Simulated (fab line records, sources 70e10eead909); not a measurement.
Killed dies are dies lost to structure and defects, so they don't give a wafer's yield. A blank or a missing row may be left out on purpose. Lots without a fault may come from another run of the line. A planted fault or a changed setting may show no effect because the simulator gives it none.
Which tool did it? | flow nand_harc | 14 lots, 42 wafers sampled, at 3 steps of a route of 1159

WHAT THE GAUGES READ, wafer by wafer
NHARC_P_M1_CD_MEAS_09: target cd 130 nm. Usual: cd_nm 130.2 nm, standard deviation 0.73.
lot  | measured     | on        | cd_nm (nm)        | flag
L375 | day 6 10:16  | cd_sem-01 | 129.8 130.3 130.7 |
L376 | day 6 23:09  | cd_sem-03 | 130.7 130.5 131.5 |
L377 | day 7 10:04  | cd_sem-01 | 129.5 128.9 129.2 |
L380 | day 7 20:13  | cd_sem-03 | 130.1 130.3 130.1 |
L379 | day 7 20:53  | cd_sem-02 | 129.2 130.9 130.7 |
L382 | day 8 14:17  | cd_sem-02 | 129.3 130.1 129.3 |
L386 | day 9 12:22  | cd_sem-03 | - - -             | OFF
L385 | day 9 12:53  | cd_sem-02 | - - -             | OFF
L390 | day 10 13:57 | cd_sem-02 | 130.0 131.2 130.6 |
L391 | day 10 15:35 | cd_sem-01 | 129.9 131.6 129.7 |
L392 | day 11 03:50 | cd_sem-01 | 130.4 129.8 129.6 |
L393 | day 11 08:19 | cd_sem-02 | 130.7 130.0 130.7 |
L394 | day 11 08:59 | cd_sem-03 | 130.5 131.2 131.2 |
L395 | day 12 08:13 | cd_sem-03 | 129.2 129.7 131.0 |

WHICH TOOL RAN EACH LOT (tool, then ch and the chambers of the sampled wafers, then the start)
lot  | NHARC_P_M0_PRE_CLEAN_29                 | NHARC_P_M1_EXPOSE_06
L375 | pvd_sputter-03, day 6 10:07 or earlier  | arfi_scanner-03 ch 0, day 6 10:07
L376 | pvd_sputter-01, day 6 23:01 or earlier  | arfi_scanner-01 ch 0, day 6 23:01
L377 | pvd_sputter-01, day 7 09:56 or earlier  | arfi_scanner-01 ch 0, day 7 09:56
L380 | pvd_sputter-03, day 7 20:04 or earlier  | arfi_scanner-02 ch 0, day 7 20:04
L379 | pvd_sputter-03, day 7 20:44 or earlier  | arfi_scanner-03 ch 0, day 7 20:44
L382 | pvd_sputter-02, day 8 14:09 or earlier  | arfi_scanner-02 ch 0, day 8 14:09
L386 | pvd_sputter-01, day 9 12:14 or earlier  | arfi_scanner-02, day 9 12:14
L385 | pvd_sputter-02, day 9 12:46 or earlier  | arfi_scanner-02, day 9 12:46
L390 | pvd_sputter-03, day 10 13:49 or earlier | arfi_scanner-02 ch 0, day 10 13:49
L391 | pvd_sputter-01, day 10 15:26 or earlier | arfi_scanner-03 ch 0, day 10 15:26
L392 | pvd_sputter-03, day 11 03:41 or earlier | arfi_scanner-02 ch 0, day 11 03:41
L393 | pvd_sputter-01, day 11 08:10 or earlier | arfi_scanner-03 ch 0, day 11 08:10
L394 | pvd_sputter-03, day 11 08:51 or earlier | arfi_scanner-02 ch 0, day 11 08:51
L395 | pvd_sputter-03, day 12 08:05 or earlier | arfi_scanner-03 ch 0, day 12 08:05
- NHARC_P_M0_PRE_CLEAN_29: time 30 s.
- NHARC_P_M1_EXPOSE_06: exposes mask P M1, target cd 130 nm.

WHAT THE TOOLS THEMSELVES READ (means of the sampled wafers that have a number; where no wafer has one, the mark that the record gives instead)
NHARC_P_M0_PRE_CLEAN_29. Usual: heater_power_w 393 W, standard deviation 25.
lot  | tool           | heater_power_w (W) | flag
L375 | pvd_sputter-03 | 376                |
L376 | pvd_sputter-01 | 410                |
L377 | pvd_sputter-01 | 428                |
L380 | pvd_sputter-03 | 371                |
L379 | pvd_sputter-03 | 387                |
L382 | pvd_sputter-02 | 400                |
L386 | pvd_sputter-01 | 419                |
L385 | pvd_sputter-02 | 401                |
L390 | pvd_sputter-03 | 368                |
L391 | pvd_sputter-01 | 434                |
L392 | pvd_sputter-03 | 387                |
L393 | pvd_sputter-01 | 405                |
L394 | pvd_sputter-03 | 378                |
L395 | pvd_sputter-03 | 386                |

NHARC_P_M1_EXPOSE_06. Usual: exposure_dose_mJ_cm2 81.83, standard deviation 0.091; focus_offset_nm 0.1 nm, standard deviation 0.48.
lot  | tool            | exposure_dose_mJ_cm2 | focus_offset_nm (nm) | flag
L375 | arfi_scanner-03 | 81.82                | 0.2                  |
L376 | arfi_scanner-01 | 81.95                | -0.2                 |
L377 | arfi_scanner-01 | 81.76                | 0.7                  |
L380 | arfi_scanner-02 | 81.85                | 0.4                  |
L379 | arfi_scanner-03 | 81.77                | -0.1                 |
L382 | arfi_scanner-02 | 81.85                | -0.3                 |
L386 | arfi_scanner-02 | -                    | -                    | OFF
L385 | arfi_scanner-02 | -                    | -                    | OFF
L390 | arfi_scanner-02 | 81.88                | 0.9                  |
L391 | arfi_scanner-03 | 81.78                | 0.1                  |
L392 | arfi_scanner-02 | 81.97                | -0.2                 |
L393 | arfi_scanner-03 | 81.77                | 0.4                  |
L394 | arfi_scanner-02 | 81.88                | 0.8                  |
L395 | arfi_scanner-03 | 81.73                | -0.2                 |

THE ANSWER, worked out from the rows above alone
Rule: a lot is off if the mean of its wafers that have a number lies more than 3 standard deviations from the usual mean. A lot without any number at a reading at which 4 lots or more have one is off too. The other lots that the step has rows for count as sound. The gauges are gone through in route order, then the tools' own readings, and for those a lot's mean is taken as printed above. The first step at which some lot is off is used, and at that step the reading that is off furthest; a lot without a number counts as furthest.
Off: L386, L385, at NHARC_P_M1_CD_MEAS_09 (cd_nm). Without a number there: L386, L385.
A tool fits if, at a process step before that reading, it ran every lot that is off, and no sound lot after the first of them. The gauges at NHARC_P_M1_CD_MEAS_09 aren't tried: what is off there is off at NHARC_P_M1_EXPOSE_06 too, on other tools, and a gauge's error can't cause that. NHARC_P_M0_PRE_CLEAN_29 gives no start for some lots, so the hours and the order of its lots are those of NHARC_P_M1_EXPOSE_06. None of those tried fits.

WHAT THE SIMULATOR HAD PUT IN
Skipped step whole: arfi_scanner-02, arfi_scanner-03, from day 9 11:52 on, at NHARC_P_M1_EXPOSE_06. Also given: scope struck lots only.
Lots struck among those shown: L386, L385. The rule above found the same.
